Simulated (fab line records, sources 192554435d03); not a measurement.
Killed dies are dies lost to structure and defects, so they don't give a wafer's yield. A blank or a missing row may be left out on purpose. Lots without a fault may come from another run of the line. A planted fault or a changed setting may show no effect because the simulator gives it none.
fab line records | flow n5_finfet
record lots=10 wafers=29 last_day=18
route steps=1938 shown BEOL_M13@1673 PASSIVATION@1936
lots that met no fault: from a run of the same line without faults
start_h: hours from the record's first day to the start of the lot's first wafer shown | wait_h: hours since the lot's step before | " the same as in the row above | L1.1+2: a row that stands for several wafers | - no value, or no start given | * or withheld: withheld | < > ~ a bound
route shown NAME@n: a module of which the file shows steps, and the number in the route of the first | usual: mean/standard deviation of fault-free wafers | same: alike in all rows | chamber/n: place in a boat | sites: the reading at each site | _std_site: their standard deviation | _edge_site: outer sites' mean less inner sites' | radius_mm: how far each site lies from the wafer's centre | mask NAME#n: copy n | behind: the tool/chamber that last shaped the wafer | hold: why the lot was held/for how many hours/how that ended | device: the transistor (n, p or np) that didn't switch | end of line: the same wafers' tests at the end of the route | a step without rows: its recipe alone | killed: dies lost to structure and defects at the first sort, not the wafer's yield | map: a wafer's dies, x killed, . not, _ none there
set.NAME: the setting as run; set.NAME@STEP: as run at that earlier step | model.NAME: the simulator's own value behind a step, which no gauge read
steps of the route over a sample of lots; a table a step, a row a wafer
services: from which hour (start_h, from the record's first day; less than 0 if before it) a tool's chamber was out of use, for how many hours, and why
## steps
# step N5_BEOL_M13_ETCH_59
# recipe chemistry=N2/H2 target=BARC target_depth_a=890 overetch_a=267 time_s=67.9 ion_energy_ev=200 pressure_mtorr=30 source_w=840 bias_w=150 n2_flow_sccm=200 h2_flow_sccm=200
# usual drypump_motor_current_A=5.9/0.58 h2_flow_sccm=200.0/0.59 oes_product_au=0.69/0.065 rf_vpp_V=523.6/2.2 showerhead_plenum_p_Torr=2.54/0.071 throttle_valve_pct=17.90/0.26
# same time_s=67.9
# columns lot.wafer tool chamber start_h wait_h drypump_motor_current_A h2_flow_sccm oes_product_au rf_hours_counter_h rf_vpp_V showerhead_plenum_p_Torr throttle_valve_pct
L730.1 rie_diel-01 0 234.42 0.0 4.8 200.0 0.74 61 525.1 2.57 17.62
L730.5 " 2 " " 6.1 199.5 0.77 - 522.8 2.50 17.56
L732.2 rie_diel-04 2 242.56 0.0 5.7 200.5 0.73 42 523.8 2.61 18.10
L732.3 " 3 " " 6.6 201.2 0.61 209 520.5 2.42 18.22
L732.4 " 0 " " 5.7 199.3 0.80 9 525.5 2.61 18.09
L733.1 rie_diel-03 1 251.40 0.0 5.3 200.8 0.63 190 523.4 2.53 17.79
L733.2 " 2 " " 5.5 200.3 0.59 244 521.4 2.39 18.07
L733.4 " 0 " " 5.0 199.8 0.71 88 525.3 2.57 17.47
L737.2 rie_diel-04 0 278.87 0.0 5.8 200.7 0.78 19 526.4 2.61 18.12
L737.3 " 3 " " 6.6 199.3 0.61 219 519.9 2.42 18.23
L737.5 " 0 " " 5.8 200.5 0.77 - 525.4 2.61 18.10
L736.3 rie_diel-01 1 287.35 0.0 5.2 199.9 0.59 240 523.4 2.50 18.27
L736.4 " 2 " " 6.1 200.5 0.75 48 522.3 2.50 17.57
L736.5 " 1 " " 5.2 199.3 0.59 - 523.5 2.50 18.25
L738.3 rie_diel-04 1 292.33 0.0 6.5 199.8 0.65 134 522.7 2.54 17.90
L738.4 " 0 " " 5.8 199.8 0.76 23 525.7 2.61 18.12
L738.5 " 1 " " 6.5 199.7 0.65 - 523.3 2.54 17.89
L743.1 rie_diel-01 0 324.98 0.0 4.8 199.6 0.71 87 523.8 2.56 17.68
L743.5 " 0 " " 4.8 200.4 0.71 - 523.8 2.56 17.66
L743.6 " 2 " " 6.1 200.2 0.74 - 522.2 2.49 17.60
L744.1 rie_diel-04 2 341.72 0.0 5.7 201.3 0.70 67 525.0 2.60 18.16
L744.3 " 3 " " 6.6 199.1 0.60 236 518.5 2.41 18.28
L744.4 " 0 " " 5.8 200.0 0.73 37 525.3 2.60 18.14
L750.1 rie_diel-04 2 364.43 0.0 5.7 199.6 0.68 75 525.3 2.59 18.18
L750.5 " 1 " " 6.5 200.0 0.64 - 523.9 2.53 17.93
L750.6 " 0 " " 5.8 200.9 0.73 - 524.9 2.60 18.15
L753.3 rie_diel-04 2 398.27 0.0 5.7 200.2 0.68 85 524.5 2.59 18.19
L753.5 " 1 " " 6.5 199.2 0.63 - 524.0 2.52 17.96
L753.6 " 2 " " 5.7 200.0 0.67 - 523.8 2.59 18.20
# step N5_BEOL_M13_VIA_ETCH_16
# recipe chemistry=C4F8/O2/Ar target=SiOC pressure_mtorr=30 source_w=3000 bias_w=700 Ar_flow_sccm=400 C4F8_flow_sccm=15 O2_flow_sccm=8 he_inner_torr=15 he_outer_torr=30 target_depth_a=9217 time_s=withheld ion_energy_ev=250 ends=cleared
# usual drypump_motor_current_A=5.9/0.58 oes_product_au=0.73/0.074 rf_vpp_V=665.1/2.7 showerhead_plenum_p_Torr=3.41/0.098 throttle_valve_pct=24.27/0.28
# columns lot.wafer tool chamber start_h wait_h drypump_motor_current_A oes_product_au rf_vpp_V showerhead_plenum_p_Torr throttle_valve_pct
L730.1 rie_diel-01 0 234.47 0.0 4.7 0.79 666.4 3.46 24.05
L730.5 " 2 " " 6.1 0.83 664.6 3.32 23.64
L732.2 rie_diel-04 2 242.62 0.0 5.7 0.77 667.1 3.51 24.51
L732.3 " 3 " " 6.6 0.64 661.7 3.25 24.50
L732.4 " 0 " " 5.8 0.84 667.9 3.49 24.44
L733.1 rie_diel-03 1 251.46 0.0 5.3 0.67 665.6 3.42 24.17
L733.2 " 2 " " 5.5 0.61 660.0 3.26 24.51
L733.4 " 0 " " 5.1 0.76 666.4 3.44 23.69
L737.2 rie_diel-04 0 278.92 0.0 5.8 0.83 668.0 3.48 24.46
L737.3 " 3 " " 6.6 0.63 661.5 3.25 24.49
L737.5 " 0 " " 5.8 0.81 665.8 3.48 24.47
L736.3 rie_diel-01 1 287.40 0.0 5.2 0.61 663.4 3.34 24.43
L736.4 " 2 " " 6.1 0.80 663.0 3.31 23.65
L736.5 " 1 " " 5.2 0.62 664.0 3.34 24.42
L738.3 rie_diel-04 1 292.38 0.0 6.5 0.69 666.1 3.45 24.40
L738.4 " 0 " " 5.7 0.81 668.0 3.48 24.47
L738.5 " 1 " " 6.5 0.69 666.5 3.45 24.41
L743.1 rie_diel-01 0 325.03 0.0 4.8 0.75 665.7 3.44 24.07
L743.5 " 0 " " 4.8 0.76 666.2 3.44 24.05
L743.6 " 2 " " 6.2 0.79 663.3 3.30 23.67
L744.1 rie_diel-04 2 341.77 0.0 5.7 0.73 666.9 3.50 24.55
L744.3 " 3 " " 6.6 0.62 662.0 3.24 24.53
L744.4 " 0 " " 5.7 0.79 667.6 3.47 24.48
L750.1 rie_diel-04 2 364.48 0.0 5.7 0.73 667.3 3.49 24.55
L750.5 " 1 " " 6.5 0.67 665.8 3.44 24.41
L750.6 " 0 " " 5.7 0.78 668.2 3.47 24.49
L753.3 rie_diel-04 2 398.32 0.0 5.7 0.70 666.5 3.49 24.56
L753.5 " 1 " " 6.5 0.68 666.5 3.44 24.44
L753.6 " 2 " " 5.7 0.71 667.0 3.49 24.56
# step N5_BEOL_M13_PEB_26
# recipe peb_temp_c=130 peb_time_s=90
# columns lot.wafer tool chamber start_h wait_h
L730.1+5 litho_track-05 0 235.13 0.1
L732.2+3+4 litho_track-01 0 243.27 0.0
L733.1+2+4 litho_track-02 0 252.24 0.1
L737.2+3+5 litho_track-01 0 279.70 0.0
L736.3+4+5 litho_track-05 0 288.18 0.0
L738.3+4+5 litho_track-02 0 293.03 0.0
L743.1+5+6 litho_track-02 0 325.81 0.1
L744.1+3+4 litho_track-01 0 342.56 0.1
L750.1+5+6 litho_track-05 0 365.13 0.1
L753.3+5+6 litho_track-01 0 398.98 0.0
# step N5_BEOL_M13_CD_MEAS_28
# recipe target_cd_nm=209.5 landing_energy_ev=500 detector=se_inlens
# usual cd_nm=209.6/1.6
# columns lot.wafer tool chamber start_h wait_h cd_nm
L730.1 cd_sem-02 0 235.24 - 209.4
L730.5 " 0 " " 208.2
L732.2 cd_sem-01 0 243.39 - 208.9
L732.3 " 0 " " 208.8
L732.4 " 0 " " 210.3
L733.1 cd_sem-01 0 252.35 - 210.6
L733.2 " 0 " " 209.4
L733.4 " 0 " " 207.5
L737.2 cd_sem-01 0 279.81 - 210.2
L737.3 " 0 " " 211.5
L737.5 " 0 " " 210.2
L736.3 cd_sem-02 0 288.29 - 210.1
L736.4 " 0 " " 210.3
L736.5 " 0 " " 210.3
L738.3 cd_sem-01 0 293.15 - 210.7
L738.4 " 0 " " 211.8
L738.5 " 0 " " 210.9
L743.1 cd_sem-02 0 325.92 - 215.7
L743.5 " 0 " " 212.8
L743.6 " 0 " " 211.5
L744.1 cd_sem-03 0 342.68 - 211.7
L744.3 " 0 " " 209.4
L744.4 " 0 " " 211.1
L750.1 cd_sem-03 0 365.25 - 208.3
L750.5 " 0 " " 209.4
L750.6 " 0 " " 209.5
L753.3 cd_sem-03 0 399.10 - 209.9
L753.5 " 0 " " 210.5
L753.6 " 0 " " 209.3
# step N5_BEOL_M13_INSPECT_30
# recipe mode=adi inspect_instrument=macro
# usual raw_defect_count=2.1/1.4
# columns lot.wafer tool chamber start_h wait_h raw_defect_count
L730.1 defect_inspect-01 - 235.30 0.0 3
L730.5 " - " " 2
L732.2 defect_inspect-02 - 243.44 0.0 1
L732.3 " - " " 3
L732.4 " - " " 1
L733.1 defect_inspect-02 - 252.40 0.0 4
L733.2 " - " " 5
L733.4 " - " " 0
L737.2 defect_inspect-02 - 279.87 0.0 0
L737.3 " - " " 4
L737.5 " - " " 3
L736.3 defect_inspect-01 - 288.35 0.0 2
L736.4 " - " " 3
L736.5 " - " " 2
L738.3 defect_inspect-02 - 293.20 0.0 2
L738.4 " - " " 0
L738.5 " - " " 3
L743.1 defect_inspect-02 - 325.98 0.0 2
L743.5 " - " " 3
L743.6 " - " " 3
L744.1 defect_inspect-02 - 342.73 0.0 2
L744.3 " - " " 3
L744.4 " - " " 4
L750.1 defect_inspect-02 - 365.30 0.0 2
L750.5 " - " " 1
L750.6 " - " " 4
L753.3 defect_inspect-01 - 399.15 0.0 2
L753.5 " - " " 1
L753.6 " - " " 2
# step N5_PASSIVATION_PROBE_49
# usual defect_limited_yield=90.9/1.5 killed_at_M0_to_M3=36/10 killed_at_M4_up=13/5.5 killed_at_contacts=12/5.6 killed_at_front_end=42/12 killed_at_other=4/3.2 killed_dies=108/18 killed_open=71/13 killed_short=34/7.8 sort_bin_5_function=5.4/1 sort_bin_6_memory=3.4/0.68 sort_bin_8_speed=0.00/0.0071 sort_n_pass=1072/18 sort_yield_pct=90.9/1.5
# same gross_dies=1180 killed_at_back_side=0 sort_bin_4_leakage[%]=0
# columns lot.wafer tool chamber start_h wait_h defect_limited_yield[%] killed_at_M0_to_M3 killed_at_M4_up killed_at_contacts killed_at_front_end killed_at_other killed_dies killed_open killed_short sort_bin_5_function[%] sort_bin_6_memory[%] sort_bin_8_speed[%] sort_n_pass sort_yield_pct[%]
L730.1 prober-02 - 271.95 0.0 90.2 32 16 18 46 4 116 65 48 6.0 3.5 0 1064 90.2
L730.5 prober-02 - 272.15 0.2 90.6 39 15 16 33 8 111 72 37 5.0 4.0 0 1069 90.6
L733.1 prober-02 - 283.34 0.0 89.9 35 15 12 49 8 119 80 38 5.6 4.2 0 1061 89.9
L733.2 prober-02 - 283.39 0.1 90.9 42 21 3 39 2 107 81 23 5.4 3.1 0 1073 90.9
L733.4 prober-02 - 283.49 0.2 90.2 33 25 11 43 4 116 81 30 5.8 3.5 0 1064 90.2
L743.1 prober-01 - 355.14 0.0 93.1 25 12 11 29 4 81 46 35 4.4 2.1 0 1099 93.1
L743.5 prober-01 - 355.34 0.2 93.7 17 4 13 38 2 74 48 25 3.7 2.3 0 1106 93.7
L743.6 prober-01 - 355.39 0.3 91.9 22 9 23 38 4 96 60 35 4.3 3.3 0 1084 91.9
L744.1 prober-01 - 376.66 0.0 90.6 33 5 8 61 4 111 70 36 5.1 3.6 0 1069 90.6
L744.3 prober-01 - 376.76 0.1 89.7 26 4 18 70 4 122 92 29 6.4 3.7 0 1058 89.7
L744.4 prober-01 - 376.81 0.2 87.7 33 7 12 89 4 145 95 49 7.9 4.0 0 1035 87.7
L750.1 prober-02 - 398.95 0.0 90.3 37 19 12 47 0 115 73 41 5.9 3.6 0 1065 90.3
L750.5 prober-02 - 399.15 0.2 89.9 40 8 10 59 2 119 73 46 6.1 3.5 0 1061 89.9
L750.6 prober-02 - 399.20 0.3 89.6 41 9 20 47 6 123 83 39 6.0 4.1 0 1057 89.6
# killed by level:class
L730.1 BEOL_M0_SAQP:geometric_particle:short=15 STI_FIN_REVEAL:geometric_particle:open=14 MOL_CONTACT_COAG:geometric_particle:open=12 BEOL_M4:geometric_particle:open=10 FIN_SAQP:geometric_particle:short=6 MOL_CONTACT_COAG:geometric_particle:short=5 STI_FIN_REVEAL:geometric_particle:short=4 BEOL_M1:geometric_particle:open=4
L730.5 MOL_CONTACT_COAG:geometric_particle:open=14 BEOL_M0_SAQP:geometric_particle:short=9 STI_FIN_REVEAL:geometric_particle:open=7 BEOL_M3:geometric_particle:short=7 BEOL_M0_SAQP:geometric_particle:open=6 BEOL_M4:geometric_particle:open=6 BEOL_M2:geometric_particle:open=5 GATE_CUT:geometric_particle:open=4
L733.1 MOL_CONTACT_COAG:geometric_particle:open=12 FIN_SAQP:geometric_particle:open=10 STI_FIN_REVEAL:geometric_particle:open=9 BEOL_M0_SAQP:geometric_particle:short=6 BEOL_M2:geometric_particle:open=6 BEOL_M3:geometric_particle:open=6 FIN_SAQP:geometric_particle:short=5 BEOL_M7:geometric_particle:open=5
L733.2 BEOL_M1:geometric_particle:open=16 STI_FIN_REVEAL:geometric_particle:open=15 BEOL_M4:geometric_particle:open=11 FIN_SAQP:geometric_particle:open=8 BEOL_M0_SAQP:geometric_particle:open=7 BEOL_M2:geometric_particle:open=7 FIN_SAQP:geometric_particle:short=4 BEOL_M0_SAQP:geometric_particle:short=4
L733.4 BEOL_M2:geometric_particle:open=13 FIN_SAQP:geometric_particle:open=10 BEOL_M4:geometric_particle:open=10 STI_FIN_REVEAL:geometric_particle:open=8 MOL_CONTACT_COAG:geometric_particle:open=8 BEOL_M0_SAQP:geometric_particle:short=8 FIN_SAQP:geometric_particle:short=5 BEOL_M1:geometric_particle:open=5
L743.1 MOL_CONTACT_COAG:geometric_particle:open=9 FIN_SAQP:geometric_particle:open=7 BEOL_M1:geometric_particle:open=7 FIN_SAQP:geometric_particle:short=6 GATE_CUT:geometric_particle:short=5 BEOL_M2:geometric_particle:open=5 BEOL_M0_SAQP:geometric_particle:short=4 STARTING-WAFER:geometric_particle:short=4
L743.5 FIN_SAQP:geometric_particle:short=11 STI_FIN_REVEAL:geometric_particle:open=8 MOL_CONTACT_COAG:geometric_particle:open=8 FIN_SAQP:geometric_particle:open=6 DUMMY_GATE:geometric_particle:open=5 MOL_CONTACT_COAG:geometric_particle:short=5 BEOL_M1:geometric_particle:open=5 BEOL_M3:geometric_particle:open=5
L743.6 MOL_CONTACT_COAG:geometric_particle:open=17 GATE_CUT:geometric_particle:short=10 FIN_SAQP:geometric_particle:short=8 FIN_SAQP:geometric_particle:open=8 BEOL_M2:geometric_particle:open=8 MOL_CONTACT_COAG:geometric_particle:short=6 BEOL_M3:geometric_particle:open=4 DUMMY_GATE:geometric_particle:open=3
L744.1 FIN_SAQP:geometric_particle:open=19 STI_FIN_REVEAL:geometric_particle:open=15 BEOL_M0_SAQP:geometric_particle:short=12 MOL_CONTACT_COAG:geometric_particle:open=8 FIN_SAQP:geometric_particle:short=7 BEOL_M0_SAQP:geometric_particle:open=7 HKMG_FIN:area_etch=5 BEOL_M1:geometric_particle:open=4
L744.3 FIN_SAQP:geometric_particle:open=33 MOL_CONTACT_COAG:geometric_particle:open=16 FIN_SAQP:geometric_particle:short=12 STI_FIN_REVEAL:geometric_particle:open=7 BEOL_M0_SAQP:geometric_particle:short=6 GATE_CUT:geometric_particle:open=5 BEOL_M1:geometric_particle:open=5 BEOL_M3:geometric_particle:open=5
L744.4 FIN_SAQP:geometric_particle:open=23 STI_FIN_REVEAL:geometric_particle:open=20 FIN_SAQP:geometric_particle:short=17 BEOL_M3:geometric_particle:open=10 MOL_CONTACT_COAG:geometric_particle:open=9 BEOL_M0_SAQP:geometric_particle:open=6 STI_FIN_REVEAL:geometric_particle:short=5 BEOL_M0_SAQP:geometric_particle:short=5
L750.1 STI_FIN_REVEAL:geometric_particle:open=14 BEOL_M0_SAQP:geometric_particle:short=13 MOL_CONTACT_COAG:geometric_particle:open=11 BEOL_M4:geometric_particle:open=9 FIN_SAQP:geometric_particle:open=7 BEOL_M0_SAQP:geometric_particle:open=7 FIN_SAQP:geometric_particle:short=6 GATE_CUT:geometric_particle:short=5
L750.5 FIN_SAQP:geometric_particle:short=17 FIN_SAQP:geometric_particle:open=13 BEOL_M0_SAQP:geometric_particle:short=11 BEOL_M0_SAQP:geometric_particle:open=10 MOL_CONTACT_COAG:geometric_particle:open=8 STI_FIN_REVEAL:geometric_particle:open=7 BEOL_M2:geometric_particle:open=7 BEOL_M1:geometric_particle:open=5
L750.6 MOL_CONTACT_COAG:geometric_particle:open=15 BEOL_M0_SAQP:geometric_particle:short=13 BEOL_M0_SAQP:geometric_particle:open=11 STI_FIN_REVEAL:geometric_particle:open=10 BEOL_M2:geometric_particle:open=10 FIN_SAQP:geometric_particle:open=9 FIN_SAQP:geometric_particle:short=6 BEOL_M3:geometric_particle:open=6
## services
# columns tool chamber start_h hours kind
rie_diel-04 1 221.30 13.8 repair
rie_diel-01 1 240.27 4.0 repair
rie_diel-03 2 265.86 - clean
rie_diel-03 2 265.86 - consumable_replace:focus_ring
rie_diel-03 2 265.86 - consumable_replace:showerhead
rie_diel-03 2 265.86 14.9 scheduled_down
rie_diel-03 2 265.86 14.9 vent_cycle
rie_diel-04 2 273.35 7.5 repair
rie_diel-03 3 316.84 - clean
rie_diel-03 3 316.84 - consumable_replace:focus_ring
rie_diel-03 3 316.84 13.1 scheduled_down
rie_diel-01 1 324.46 - clean
rie_diel-01 1 324.46 - consumable_replace:focus_ring
rie_diel-01 1 324.46 33.2 scheduled_down
rie_diel-01 1 324.46 33.2 vent_cycle
rie_diel-04 1 328.93 6.7 repair
rie_diel-01 3 357.36 12.1 repair
rie_diel-01 2 358.45 3.4 repair
rie_diel-01 3 384.83 1.3 repair
rie_diel-04 3 384.99 - clean
rie_diel-04 3 384.99 - consumable_replace:focus_ring
rie_diel-04 3 384.99 - consumable_replace:showerhead
rie_diel-04 3 384.99 17.4 scheduled_down
rie_diel-04 3 384.99 17.4 vent_cycle
## key
first_sign step=N5_BEOL_M13_CD_MEAS_28 reading=cd_nm direction=up sigmas=3.9 usual=209.6 struck=215.7
effect none on later readings
met_at N5_BEOL_M13_PEB_26
struck_lots L743
struck_wafers L743.1
not_acting_at N5_BEOL_M13_ETCH_59,N5_BEOL_M13_VIA_ETCH_16,N5_BEOL_M13_INSPECT_30
onset_between 293.03 325.81
fault kind=process_parameter_drift tool=litho_track-02 chamber=- onset_h=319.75 steps=N5_BEOL_M13_PEB_26 channel=peb_time_s offset=* shape=step end_h=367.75 scope=struck_wafers_only acts_in=* stated=*
